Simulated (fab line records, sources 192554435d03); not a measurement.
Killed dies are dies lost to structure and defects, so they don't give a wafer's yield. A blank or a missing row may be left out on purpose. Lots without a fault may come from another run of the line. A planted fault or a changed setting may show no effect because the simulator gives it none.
A struck lot beside a sound one | flow n5_finfet | 36 steps out of a route of 1938
Sound: wafers L354.1, L354.3, L354.5. Struck: wafers L344.1, L344.3, L344.6. The cause comes at the end.
At each step with rows: each side's tool, then ch and its chambers, then its first start. Under that, the readings that differ: sound wafers | struck wafers | difference of the means | sigmas: that difference in standard deviations of wafers without a fault.
alike: readings whose means differ by less than 2 such deviations, and words and numbers that are the same on both sides. not compared: withheld readings, readings that some wafer has no value for, bounds like >300 that may hide the same value, and numbers for which the record gives no deviation and whose values overlap.
The two part at a step that has a row with sigmas, a row that says differs or no value, or rows on one side only. Numbers that don't overlap but have no deviation are shown without sigmas and don't part them. A reading that every wafer of one side lacks parts them only if that side has two wafers or more.

first, 12 steps without rows for these wafers: N5_BEOL_M0_SRD_111 (time 30 s); N5_BEOL_M0_DEGAS_112 (time 60 s); N5_BEOL_M0_PRE_CLEAN_113 (time 30 s); N5_BEOL_M0_ALD_136 (deposits TaN, pulse time 2 s, purge time 3 s, co reactant purge time 2 s); N5_BEOL_M0_SURFACE_TREAT_137; N5_BEOL_M0_CVD_115 (deposits Co from CCTBA/H2, time 120 s); N5_BEOL_M0_SPUTTER_116 (material Cu, target thk 4 nm, time 7.37 s); N5_BEOL_M0_ANNEAL_117 (time 60 s); N5_BEOL_M0_SPUTTER_132 (material Cu, target thk 4 nm, time 7.37 s); N5_BEOL_M0_ANNEAL_133 (time 60 s); N5_BEOL_M0_SPUTTER_134 (material Cu, target thk 4 nm, time 7.37 s); N5_BEOL_M0_ANNEAL_135 (time 60 s).
N5_BEOL_M0_SPUTTER_141: material Cu, target thk 4 nm, time 7.37 s.
  sound on pvd_sputter-01, day 11 10:08; struck on pvd_sputter-02, day 9 03:34
  alike: chuck_sensor_temp_C, throttle_valve_pct
then, 22 steps without rows for these wafers: N5_BEOL_M0_ECD_118 (material Cu, target thk 300 nm); N5_BEOL_M0_ANNEAL_119 (time 90 s); N5_BEOL_M0_CMP_120 (polishes, stops on SiOC, t overpolish 6.9 s); N5_BEOL_M0_PRE_CLEAN_131 (time 15 s); N5_BEOL_M0_CO_CAP_123 (material Co, precursor CCTBA/H2, target thk 2 nm, time 102.1 s); N5_BEOL_M0_PRE_CLEAN_124 (time 15 s); N5_BEOL_M0_DEP_125 (deposits SiCN from 3MS/NH3, target thk 8 nm, time 14 s); N5_BEOL_M1_ILD_DEP_00 (deposits SiOC from DEMS/O2, target thk 79 nm, time 15.3 s); N5_BEOL_M1_PECVD_72 (deposits SiO2 from TEOS/O2, target thk 16 nm, time 18 s); N5_BEOL_M1_HM_DEP_02 (deposits TiN, target thk 20 nm); N5_BEOL_M1_COAT_61 (time 60 s, resist thk 60 nm); N5_BEOL_M1_COAT_62 (time 60 s, resist thk 12 nm); N5_BEOL_M1_COAT_73 (time 60 s, resist thk 5 nm); N5_BEOL_M1_COAT_05 (resist thk 30 nm); N5_BEOL_M1_EBR_07; N5_BEOL_M1_SOFTBAKE_06 (time 60 s); N5_BEOL_M1_EXPOSE_08 (exposes mask M1); N5_BEOL_M1_PEB_09 (peb time 60 s); N5_BEOL_M1_DEVELOP_10 (develop time 30 s); N5_BEOL_M1_DESCUM_16 (chemistry O2, time 7 s); N5_BEOL_M1_ETCH_74 (etches underlayer in N2/H2, target depth 6.5 nm, time 5.2 s); N5_BEOL_M1_ETCH_63 (etches SiARC in CF4, target depth 15.6 nm, time 26 s).
-- the record jumps here: 6 days lie between the struck wafers' starts before and after (it left off in module BEOL_M1 and takes up again in module PASSIVATION, whose first step shown is number 1936 of the route) --
N5_PASSIVATION_PROBE_49:
  the record has rows for the struck wafers here (prober-01, day 15 05:32) and none for the sound ones

WHERE THEY PART
Only at N5_PASSIVATION_PROBE_49, within this record.

WHY: what the simulator had put in
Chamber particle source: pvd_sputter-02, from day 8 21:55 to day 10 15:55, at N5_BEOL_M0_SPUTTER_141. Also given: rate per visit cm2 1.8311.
